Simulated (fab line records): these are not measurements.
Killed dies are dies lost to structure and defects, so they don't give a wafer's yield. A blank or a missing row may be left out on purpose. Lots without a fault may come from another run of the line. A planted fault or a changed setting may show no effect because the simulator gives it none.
fab line records	flow n5-finfet
record: lots: 6	wafers: 18	last-day: 17
route steps=1938 shown BEOL_M4@1032
lots untouched by any fault: they come from a run of this same line in which no faults occurred
start-h: start of the lot's first displayed wafer, in hours after the record's first day	wait-h: hours elapsed since this lot's preceding step	" same as the row above	L1.1+2: a single row standing in for several wafers	- no value, or no start given	* or withheld: withheld	< > ~ a bound
route shown NAME@n: names a module that has steps shown in the file, with the first one's number in the route	usual: the fault-free wafers' mean and standard deviation	same: alike in all rows	chamber/n: place in a boat	sites: per-site readings	_std_site: the values' standard deviation	_edge_site: mean of outer sites minus mean of inner sites	radius-mm: for every site, how far away it sits from the centre of the wafer	mask NAME#n: copy n	behind: the tool/chamber that last shaped the wafer	hold: why the lot was held/for how many hours/how that ended	device: transistor that didn't switch, given as n, p or np	end of line: at the end of the route, the tests of the same wafers	a step without rows: its recipe alone	killed: not the wafer's yield, but the dies lost to structure and defects at the first sort	map: a wafer's dies, marking killed ones x, the rest . and places with no die _
set.NAME: the setting as run; set.NAME@STEP: as run at that earlier step	model.NAME: the simulator's own value behind a step, which no gauge read
lots at some steps of the route; a table a step, a row a wafer
services: from which hour (start-h, from the record's first day; less than 0 if before it) a tool's chamber was out of use, for how many hours, and why
== steps ==
step: N5_BEOL_M4_PEB_09
recipe: peb-temp-c: 100	peb-time-s: 60	resist: CAR-EUV
step: N5_BEOL_M4_DEVELOP_10
recipe: develop-time-s: 30	developer: TMAH	resist: CAR-EUV	rinse-liquid: surfactant-rinse	dry: air-spin	dev-temp-c: 23
step: N5_BEOL_M4_CD_MEAS_11
recipe: target-cd-nm: 16.79	landing-energy-ev: 500	detector: se-inlens	polarity: opening
usual: cd-nm: 16.84/0.23
lot.wafer	tool	chamber	start-h	wait-h	cd-nm
L713.1	cd-sem-02	0	149.49	-	16.86
L713.2	"	0	"	"	16.23
L713.6	"	0	"	"	16.88
L716.1	cd-sem-03	0	175.65	-	16.84
L716.3	"	0	"	"	16.96
L716.6	"	0	"	"	16.78
L726.1	cd-sem-03	0	230.86	-	16.65
L726.2	"	0	"	"	16.60
L726.5	"	0	"	"	16.63
L725.1	cd-sem-02	0	237.01	-	17.09
L725.2	"	0	"	"	16.77
L725.3	"	0	"	"	16.94
L734.1	cd-sem-03	0	276.17	-	16.67
L734.3	"	0	"	"	16.60
L734.5	"	0	"	"	16.89
L736.1	cd-sem-03	0	300.77	-	17.11
L736.4	"	0	"	"	17.18
L736.6	"	0	"	"	17.01
step: N5_BEOL_M4_OVL_MEAS_12
recipe: points-per-wafer: 522
usual: M4_OVL: 0.2/0.66
lot.wafer	tool	chamber	start-h	wait-h	M4_OVL[nm]
L713.1	overlay-01	0	149.52	0.0	0.0
L713.2	"	0	"	"	0.1
L713.6	"	0	"	"	0.6
L716.1	overlay-02	0	175.68	0.0	0.2
L716.3	"	0	"	"	-0.1
L716.6	"	0	"	"	-0.1
L726.1	overlay-01	0	230.89	0.0	1.0
L726.2	"	0	"	"	-0.9
L726.5	"	0	"	"	0.1
L725.1	overlay-01	0	237.04	0.0	0.5
L725.2	"	0	"	"	0.0
L725.3	"	0	"	"	0.5
L734.1	overlay-02	0	276.20	0.0	0.6
L734.3	"	0	"	"	1.1
L734.5	"	0	"	"	0.2
L736.1	overlay-02	0	300.80	0.0	-0.6
L736.4	"	0	"	"	-0.8
L736.6	"	0	"	"	0.0
step: N5_BEOL_M4_INSPECT_13
recipe: mode: adi	inspect-instrument: brightfield
usual: raw-defect-count: 396/92
lot.wafer	tool	chamber	start-h	wait-h	raw-defect-count
L713.1	defect-inspect-01	-	149.58	0.1	451
L713.2	"	-	"	"	605
L713.6	"	-	"	"	477
L716.1	defect-inspect-02	-	175.74	0.1	525
L716.3	"	-	"	"	505
L716.6	"	-	"	"	556
L726.1	defect-inspect-02	-	230.95	0.1	404
L726.2	"	-	"	"	372
L726.5	"	-	"	"	326
L725.1	defect-inspect-02	-	237.10	0.1	509
L725.2	"	-	"	"	391
L725.3	"	-	"	"	347
L734.1	defect-inspect-02	-	276.26	0.1	230
L734.3	"	-	"	"	300
L734.5	"	-	"	"	319
L736.1	defect-inspect-02	-	300.86	0.1	337
L736.4	"	-	"	"	354
L736.6	"	-	"	"	316
step: N5_BEOL_M4_DESCUM_16
recipe: chemistry: O2	time-s: 7	source-power-w: 50	bias-power-w: 20	pressure-mtorr: 20	rf-frequency-hz: 2.712e+07	temp-c: 40	resist: CAR-EUV	o2-flow-sccm: 225
usual: drypump-motor-current-A: 5.9/0.51	o2-flow-sccm: 225.0/0.64	oes-product-au: 0.79/0.079	rf-fwd-power-W: 49.38/0.18	rf-vpp-V: 243.3/1.3	showerhead-plenum-p-Torr: 2.10/0.067	throttle-valve-pct: 20.41/0.25
lot.wafer	tool	chamber	start-h	wait-h	drypump-motor-current-A	o2-flow-sccm	oes-product-au	rf-fwd-power-W	rf-hours-counter-h	rf-vpp-V	showerhead-plenum-p-Torr	throttle-valve-pct
L713.1	rie-diel-04	1	149.61	0.0	5.7	225.8	0.78	48.81	119	243.9	2.10	20.64
L713.2	"	0	"	"	6.6	225.0	0.72	49.19	216	240.7	1.99	20.24
L713.6	"	3	"	"	5.7	224.8	0.73	49.47	-	243.3	2.17	20.17
L716.1	rie-diel-05	0	175.96	0.2	5.6	224.7	0.82	49.54	83	240.9	2.02	20.22
L716.3	"	2	"	"	6.6	224.8	0.76	49.30	146	243.6	2.09	20.39
L716.6	"	2	"	"	6.6	224.8	0.77	49.15	-	243.3	2.10	20.41
L726.1	rie-diel-01	3	230.98	0.0	5.2	224.5	0.70	49.27	233	241.4	1.98	20.48
L726.2	"	0	"	"	5.5	224.2	0.85	49.34	69	244.9	2.12	20.70
L726.5	"	2	"	"	6.6	224.0	0.69	49.46	-	243.4	2.08	20.50
L725.1	rie-diel-05	2	237.13	0.0	6.6	225.8	0.74	49.17	173	244.2	2.09	20.45
L725.2	"	3	"	"	5.6	225.0	0.75	49.59	152	243.3	2.19	20.60
L725.3	"	0	"	"	5.6	225.7	0.81	49.39	108	243.4	2.02	20.26
L734.1	rie-diel-05	2	276.36	0.1	6.6	224.9	0.73	49.31	188	242.9	2.08	20.46
L734.3	"	3	"	"	5.6	225.2	0.75	49.50	164	244.9	2.19	20.61
L734.5	"	2	"	"	6.6	225.8	0.74	49.36	-	242.6	2.08	20.48
L736.1	rie-diel-01	2	300.89	0.0	6.5	225.3	0.68	49.24	238	243.3	2.07	20.54
L736.4	"	0	"	"	5.5	224.9	0.83	49.32	96	241.8	2.11	20.75
L736.6	"	1	"	"	6.6	225.1	0.82	49.13	-	243.0	2.12	20.85
step: N5_BEOL_M4_ETCH_74
recipe: chemistry: N2/H2	target: underlayer	target-depth-a: 65	mask-material: CAR-EUV	time-s: 5.2	ion-energy-ev: 200	pressure-mtorr: 30	source-w: 840	bias-w: 150	n2-flow-sccm: 200	h2-flow-sccm: 200	ends: cleared
usual: drypump-motor-current-A: 5.9/0.51	etch-rf-on-time-s: 5.24/0.066	h2-flow-sccm: 200.0/0.54	oes-product-au: 0.67/0.066	rf-fwd-power-W: 819.6/2.6	rf-vpp-V: 524.1/2.4	showerhead-plenum-p-Torr: 2.55/0.08	throttle-valve-pct: 17.79/0.27
lot.wafer	tool	chamber	start-h	wait-h	drypump-motor-current-A	etch-rf-on-time-s	h2-flow-sccm	oes-product-au	rf-fwd-power-W	rf-hours-counter-h	rf-vpp-V	showerhead-plenum-p-Torr	throttle-valve-pct
L713.1	rie-diel-04	1	149.65	0.0	5.7	5.10	200.4	0.68	815.2	119	522.2	2.55	18.13
L713.2	"	0	"	"	6.6	5.25	200.3	0.60	818.7	216	521.1	2.41	17.68
L713.6	"	3	"	"	5.7	5.27	200.5	0.62	814.7	-	526.6	2.63	17.54
L716.1	rie-diel-05	0	175.99	0.0	5.6	5.39	200.1	0.69	819.9	83	523.9	2.46	17.53
L716.3	"	2	"	"	6.6	5.32	200.7	0.66	824.7	146	523.6	2.55	17.80
L716.6	"	2	"	"	6.6	5.27	200.3	0.66	821.4	-	524.0	2.55	17.82
L726.1	rie-diel-01	3	231.02	0.0	5.1	5.27	199.9	0.60	819.8	233	520.5	2.40	17.86
L726.2	"	0	"	"	5.5	5.23	200.0	0.73	822.1	69	524.1	2.58	18.11
L726.5	"	2	"	"	6.6	5.35	199.3	0.58	817.4	-	524.1	2.51	17.84
L725.1	rie-diel-05	2	237.17	0.0	6.6	5.24	200.1	0.65	821.4	173	523.4	2.54	17.86
L725.2	"	3	"	"	5.5	5.27	200.5	0.64	824.0	152	524.6	2.65	17.85
L725.3	"	0	"	"	5.6	5.33	200.2	0.68	823.5	108	521.8	2.45	17.59
L734.1	rie-diel-05	2	276.39	0.0	6.6	5.35	198.8	0.63	822.7	188	523.0	2.53	17.84
L734.3	"	3	"	"	5.6	5.32	200.8	0.63	821.5	164	524.4	2.64	17.91
L734.5	"	2	"	"	6.6	5.30	198.7	0.63	822.9	-	525.8	2.53	17.87
L736.1	rie-diel-01	2	300.93	0.0	6.6	5.29	199.5	0.58	817.2	238	522.5	2.50	17.86
L736.4	"	0	"	"	5.5	5.21	200.7	0.70	822.5	96	523.6	2.56	18.15
L736.6	"	1	"	"	6.6	5.26	200.4	0.70	819.3	-	526.3	2.56	18.31
step: N5_BEOL_M4_ETCH_63
recipe: chemistry: CF4	target: SiARC	target-depth-a: 156	mask-material: CAR-EUV	time-s: 26	ion-energy-ev: 80	pressure-mtorr: 40	source-w: 545	bias-w: 36	Ar_flow_sccm: 100	cf4-flow-sccm: 100	ends: cleared
step: N5_BEOL_M4_ETCH_64
recipe: chemistry: N2/H2	target: SOC	target-depth-a: 750	overetch-a: 225	mask-material: SiARC	temp-c: 40	time-s: 121.9	ion-energy-ev: 200	pressure-mtorr: 30	source-w: 840	bias-w: 150	n2-flow-sccm: 200	h2-flow-sccm: 200
usual: drypump-motor-current-A: 5.9/0.51	h2-flow-sccm: 200.0/0.55	oes-product-au: 0.60/0.058	rf-fwd-power-W: 836.6/2.3	rf-vpp-V: 524.2/2.4	showerhead-plenum-p-Torr: 2.55/0.08	throttle-valve-pct: 17.75/0.27
lot.wafer	tool	chamber	start-h	wait-h	drypump-motor-current-A	h2-flow-sccm	oes-product-au	rf-fwd-power-W	rf-hours-counter-h	rf-vpp-V	showerhead-plenum-p-Torr	throttle-valve-pct
L713.1	rie-diel-04	1	149.69	0.0	5.7	199.6	0.60	837.1	119	524.9	2.55	18.10
L713.2	"	0	"	"	6.6	200.4	0.54	835.3	216	519.4	2.41	17.63
L713.6	"	3	"	"	5.6	199.7	0.56	838.2	-	527.1	2.63	17.54
L716.1	rie-diel-05	0	176.04	0.0	5.6	199.8	0.64	831.9	83	522.0	2.46	17.49
L716.3	"	2	"	"	6.6	198.0	0.59	836.3	146	522.6	2.55	17.74
L716.6	"	2	"	"	6.6	199.1	0.59	837.3	-	524.8	2.55	17.74
L726.1	rie-diel-01	3	231.06	0.0	5.2	199.5	0.54	835.8	233	520.5	2.40	17.79
L726.2	"	0	"	"	5.5	200.1	0.66	837.7	69	524.6	2.58	18.06
L726.5	"	2	"	"	6.6	199.4	0.53	838.9	-	524.0	2.51	17.78
L725.1	rie-diel-05	2	237.21	0.0	6.6	200.2	0.58	833.9	173	522.3	2.54	17.78
L725.2	"	3	"	"	5.6	200.9	0.57	836.5	152	526.9	2.65	17.84
L725.3	"	0	"	"	5.6	200.0	0.61	835.4	108	521.4	2.45	17.54
L734.1	rie-diel-05	2	276.44	0.0	6.6	200.1	0.56	833.9	188	525.8	2.53	17.83
L734.3	"	3	"	"	5.6	200.5	0.58	840.4	164	528.1	2.64	17.83
L734.5	"	2	"	"	6.6	200.3	0.56	836.4	-	524.2	2.53	17.82
L736.1	rie-diel-01	2	300.97	0.0	6.6	199.5	0.52	837.2	238	523.6	2.50	17.83
L736.4	"	0	"	"	5.4	200.0	0.63	837.9	96	525.0	2.56	18.11
L736.6	"	1	"	"	6.6	200.2	0.62	836.2	-	524.2	2.56	18.27
step: N5_BEOL_M4_STRIP_65
recipe: chemistry: N2/H2	temp-c: 40	n2-flow-sccm: 200	h2-flow-sccm: 200	rf-frequency-hz: 6e+07
step: N5_BEOL_M4_STRIP_75
recipe: chemistry: N2/H2	temp-c: 40	n2-flow-sccm: 200	h2-flow-sccm: 200	rf-frequency-hz: 6e+07
step: N5_BEOL_M4_STRIP_66
recipe: chemistry: CF4	resist: SiARC	power-w: 300	bias-power-w: 75	pressure-mtorr: 50	cf4-flow-sccm: 150	rf-frequency-hz: 6e+07
usual: drypump-motor-current-A: 5.9/0.5	oes-product-au: 0.78/0.075	rf-fwd-power-W: 292.6/0.81	rf-vpp-V: 271.4/1.5	showerhead-plenum-p-Torr: 1.80/0.052	throttle-valve-pct: 13.59/0.23
lot.wafer	tool	chamber	start-h	wait-h	drypump-motor-current-A	oes-product-au	rf-fwd-power-W	rf-hours-counter-h	rf-vpp-V	showerhead-plenum-p-Torr	throttle-valve-pct
L713.1	rie-diel-04	1	149.82	0.0	5.7	0.78	291.9	120	271.6	1.80	13.79
L713.2	"	0	"	"	6.6	0.70	292.5	216	268.8	1.71	13.54
L713.6	"	3	"	"	5.7	0.72	293.5	-	272.1	1.85	13.38
L716.1	rie-diel-05	0	176.17	0.0	5.6	0.82	292.7	83	270.1	1.75	13.45
L716.3	"	2	"	"	6.6	0.77	293.0	146	271.9	1.79	13.61
L716.6	"	2	"	"	6.6	0.76	292.2	-	270.1	1.79	13.59
L726.1	rie-diel-01	3	231.19	0.0	5.1	0.70	292.7	233	268.2	1.70	13.71
L726.2	"	0	"	"	5.5	0.85	293.9	69	270.7	1.82	13.80
L726.5	"	2	"	"	6.6	0.69	293.5	-	269.8	1.78	13.73
L725.1	rie-diel-05	2	237.35	0.0	6.5	0.75	293.7	173	271.3	1.79	13.68
L725.2	"	3	"	"	5.5	0.75	293.7	152	271.8	1.86	13.73
L725.3	"	0	"	"	5.6	0.80	292.2	108	269.6	1.74	13.49
L734.1	rie-diel-05	2	276.57	0.0	6.6	0.73	294.0	188	270.4	1.78	13.71
L734.3	"	3	"	"	5.5	0.75	292.3	164	272.4	1.86	13.76
L734.5	"	2	"	"	6.6	0.73	292.3	-	270.0	1.78	13.72
L736.1	rie-diel-01	2	301.10	0.0	6.6	0.68	292.3	238	270.1	1.78	13.77
L736.4	"	0	"	"	5.5	0.82	291.8	96	271.8	1.81	13.88
L736.6	"	1	"	"	6.6	0.81	293.4	-	271.6	1.81	13.87
step: N5_BEOL_M4_HM_OPEN_17
recipe: chemistry: Cl2/BCl3	target-depth-a: 200	overetch-a: 60	target: TiN	mask-material: SOC	ion-energy-ev: 150	pressure-mtorr: 10	icp-w: 1000	bias-w: 126	Cl2_flow_sccm: 53.25	bcl3-flow-sccm: 21.75	Ar_flow_sccm: 25
usual: bcl3-flow-sccm: 21.76/0.072	bias-w: 126.1/0.38	drypump-motor-current-A: 5.4/0.35	oes-product-au: 0.66/0.067	rf-fwd-power-W: 993/4.1	throttle-valve-pct: 22.3/0.36
lot.wafer	tool	chamber	start-h	wait-h	bcl3-flow-sccm	bias-w	drypump-motor-current-A	oes-product-au	rf-fwd-power-W	rf-hours-counter-h	throttle-valve-pct	model.SOC_of_BEOL_M4_COAT_61.thk-nm
L713.1	rie-metal-03	0	149.86	0.0	21.80	126.7	4.9	0.58	987	88	22.8	52.2
L713.2	"	1	"	"	21.70	126.2	5.6	0.78	996	9	22.3	52.2
L713.6	"	0	"	"	21.84	126.7	4.9	0.57	992	-	22.7	52.2
L716.1	rie-metal-02	0	176.21	0.0	21.76	126.0	5.5	0.64	994	41	21.6	52.2
L716.3	"	0	"	"	21.70	125.9	5.5	0.65	993	-	21.6	52
L716.6	"	1	"	"	21.79	125.8	5.3	0.72	987	-	22.0	52
L726.1	rie-metal-03	0	231.23	0.0	-	-	-	-	-	-	-	60.2
L726.2	"	1	"	"	-	-	-	-	-	-	-	60.2
L726.5	"	1	"	"	-	-	-	-	-	-	-	60.2
L725.1	rie-metal-01	1	237.39	0.0	-	-	-	-	-	-	-	60
L725.2	"	0	"	"	-	-	-	-	-	-	-	60
L725.3	"	1	"	"	-	-	-	-	-	-	-	59.8
L734.1	rie-metal-03	0	276.61	0.0	21.75	125.9	4.9	0.56	990	100	22.7	52.2
L734.3	"	1	"	"	21.89	125.1	5.6	0.74	998	-	22.4	52.4
L734.5	"	1	"	"	21.76	125.6	5.6	0.72	993	-	22.4	52.2
L736.1	rie-metal-02	1	301.14	0.0	21.77	126.0	5.3	0.70	991	33	22.1	51.8
L736.4	"	1	"	"	21.81	125.8	5.2	0.69	989	-	22.1	51.8
L736.6	"	1	"	"	21.67	125.6	5.2	0.68	991	-	22.1	51.8
step: N5_BEOL_M4_STRIP_19
recipe: chemistry: O2	power-w: 400	temp-c: 40	pressure-mtorr: 30	rf-frequency-hz: 6e+07	bias-power-w: 0	overash-fraction: 0.2	o2-flow-sccm: 225
usual: drypump-motor-current-A: 5.9/0.54	o2-flow-sccm: 225.0/0.66	oes-product-au: 0.78/0.082	rf-vpp-V: 3.7/0.47	showerhead-plenum-p-Torr: 2.10/0.07	throttle-valve-pct: 16.69/0.25
lot.wafer	tool	chamber	start-h	wait-h	drypump-motor-current-A	o2-flow-sccm	oes-product-au	rf-hours-counter-h	rf-vpp-V	showerhead-plenum-p-Torr	throttle-valve-pct
L713.1	rie-diel-04	1	149.97	0.1	5.7	224.2	0.79	120	3.6	2.10	16.86
L713.2	"	0	"	"	6.6	226.6	0.71	216	3.1	1.99	16.52
L713.6	"	1	"	"	5.7	224.6	0.79	-	3.4	2.10	16.86
L716.1	rie-diel-04	1	176.42	0.2	5.7	225.3	0.78	127	4.3	2.10	16.88
L716.3	"	3	"	"	5.6	224.6	0.73	189	3.3	2.17	16.47
L716.6	"	1	"	"	5.7	225.1	0.78	-	4.2	2.10	16.89
L726.1	rie-diel-01	2	231.38	0.1	6.6	225.6	0.70	215	3.5	2.08	16.76
L726.2	"	3	"	"	5.2	224.4	0.71	233	3.1	1.99	16.79
L726.5	"	2	"	"	6.6	224.6	0.69	-	3.3	2.08	16.75
L725.1	rie-diel-01	3	237.50	0.1	5.1	225.5	0.70	234	3.6	1.99	16.79
L725.2	"	2	"	"	6.7	225.6	0.68	216	3.6	2.08	16.78
L725.3	"	1	"	"	6.6	224.2	0.84	77	4.3	2.13	17.01
L734.1	rie-diel-05	2	276.73	0.1	6.6	224.8	0.73	188	3.5	2.08	16.76
L734.3	"	3	"	"	5.5	224.2	0.75	164	3.8	2.19	16.88
L734.5	"	1	"	"	6.3	224.2	0.89	-	3.6	2.14	16.40
L736.1	rie-diel-01	3	301.35	0.2	5.1	224.5	0.99	2	4.0	2.25	16.36
L736.4	"	0	"	"	5.5	224.5	0.82	96	4.1	2.11	16.97
L736.6	"	3	"	"	5.1	224.9	0.99	-	3.1	2.25	16.35
step: N5_BEOL_M4_CD_MEAS_18
recipe: pitch-nm: 36	target-cd-nm: 18
usual: cd-nm: 18.04/0.29
lot.wafer	tool	chamber	start-h	wait-h	cd-nm
L713.1	cd-sem-01	-	150.04	0.0	18.07
L713.2	"	-	"	"	17.58
L713.6	"	-	"	"	18.02
L716.1	cd-sem-02	-	176.49	0.0	18.46
L716.3	"	-	"	"	17.91
L716.6	"	-	"	"	18.47
L726.1	cd-sem-01	-	231.45	0.0	-
L726.2	"	-	"	"	-
L726.5	"	-	"	"	-
L725.1	cd-sem-03	-	237.57	0.0	-
L725.2	"	-	"	"	-
L725.3	"	-	"	"	-
L734.1	cd-sem-03	-	276.81	0.1	18.11
L734.3	"	-	"	"	18.12
L734.5	"	-	"	"	18.37
L736.1	cd-sem-01	-	301.42	0.0	18.44
L736.4	"	-	"	"	18.35
L736.6	"	-	"	"	17.99
step: N5_BEOL_M4_COAT_67
recipe: resist: SOC	temp-c: 250	time-s: 60	spin-rpm: 1500	resist-thk-nm: 60
step: N5_BEOL_M4_RC_MEAS_101
usual: DIBL_N: 36.3/1.2	DIBL_P: 36.1/1.6	IOFF_N: 0.161/0.023	IOFF_P: 0.209/0.027	ION_N: 676/8.9	ION_P: 462/5.3	SS_N: 71.5/0.51	SS_P: 73.2/0.5	VT_N: 249.1/2.5	VT_P: -249.9/2.8
lot.wafer	tool	chamber	start-h	wait-h	DIBL_N[mV/V]	DIBL_P[mV/V]	IOFF_N[nA/um]	IOFF_P[nA/um]	ION_N[uA/um]	ION_P[uA/um]	SS_N[mV/dec]	SS_P[mV/dec]	VT_N[mV]	VT_P[mV]
L713.1	prober-02	0	156.02	0.0	34.5	33.8	0.116	0.162	665	458	71.2	72.8	252.8	-255.1
L713.2	"	0	"	"	35.6	35.4	0.142	0.182	680	462	70.8	73.0	247.7	-252.4
L713.6	"	0	"	"	34.6	34.3	0.120	0.172	656	454	71.3	72.7	252.5	-253.0
L716.1	prober-02	0	182.03	0.0	35.4	34.6	0.138	0.187	670	460	71.3	72.8	252.4	-251.8
L716.3	"	0	"	"	34.7	33.9	0.127	0.180	667	457	71.2	72.4	254.7	-250.7
L716.6	"	0	"	"	35.0	34.1	0.129	0.174	673	462	70.6	72.8	253.5	-251.3
L734.1	prober-02	0	284.60	0.0	36.9	38.7	0.155	0.237	667	460	71.6	73.7	252.0	-247.5
L734.3	"	0	"	"	37.1	38.2	0.152	0.223	669	455	71.5	73.6	252.4	-247.7
L734.5	"	0	"	"	38.2	40.2	0.180	0.271	676	465	71.6	74.1	248.3	-245.8
L736.1	prober-01	0	310.21	0.0	34.6	33.6	0.125	0.169	669	460	71.2	73.0	252.8	-252.1
L736.4	"	0	"	"	35.6	34.4	0.136	0.179	672	460	71.8	73.0	252.2	-250.3
L736.6	"	0	"	"	36.8	36.1	0.154	0.201	677	459	71.5	73.3	249.4	-251.0
== services ==
tool	chamber	start-h	hours	kind
rie-metal-01	0	134.08	6.0	repair
rie-diel-04	1	160.26	9.4	repair
rie-metal-03	-	166.18	2.2	repair
rie-diel-05	1	168.24	-	clean
rie-diel-05	1	168.24	-	consumable-replace:esc
rie-diel-05	1	168.24	-	consumable-replace:focus-ring
rie-diel-05	1	168.24	23.1	scheduled-down
rie-diel-05	1	168.24	23.1	vent-cycle
rie-diel-01	-	182.64	29.3	repair
rie-diel-04	2	210.03	5.3	repair
rie-diel-04	1	217.31	5.0	repair
rie-diel-01	3	221.31	4.5	repair
rie-diel-01	2	240.16	6.1	repair
rie-metal-02	0	253.58	26.6	repair
rie-metal-03	-	253.80	1.7	repair
rie-diel-04	1	265.61	2.8	repair
rie-diel-04	1	270.86	4.3	repair
rie-diel-01	3	279.36	-	clean
rie-diel-01	3	279.36	-	consumable-replace:focus-ring
rie-diel-01	3	279.36	-	consumable-replace:showerhead
rie-diel-04	3	283.85	4.2	repair
rie-diel-01	1	284.52	2.1	repair
rie-diel-04	2	298.45	3.9	repair
rie-metal-02	0	298.84	63.1	repair
== key ==
first-sign: step: N5_BEOL_M4_HM_OPEN_17	reading: tool-record	direction: missing
effect: step: N5_BEOL_M4_CD_MEAS_18	reading: cd-nm	direction: missing
model-effect: step: N5_BEOL_M4_HM_OPEN_17	value: SOC_of_BEOL_M4_COAT_61.thk-nm	without: 52.2	struck: 60.07
met-at N5_BEOL_M4_HM_OPEN_17
struck-wafers L725.1,L725.2,L725.3,L726.1,L726.2,L726.5
later-rows-left-out L725.1,L725.2,L725.3,L726.1,L726.2,L726.5
sort-left-out L725.1,L725.2,L725.3,L726.1,L726.2,L726.5
onset-between 149.86 231.23
fault: kind: skipped-step-whole	tool: rie-metal-01,rie-metal-03	chamber: -	onset-h: 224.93	steps: N5_BEOL_M4_HM_OPEN_17	scope: struck-lots-only
sort-left-out: the simulated sort isn't trusted on such a fault, so these wafers' sort isn't shown, and their yield isn't known
later-rows-left-out: the simulator's readings of these wafers behind a module that went badly wrong aren't trusted and aren't shown, but for the sort
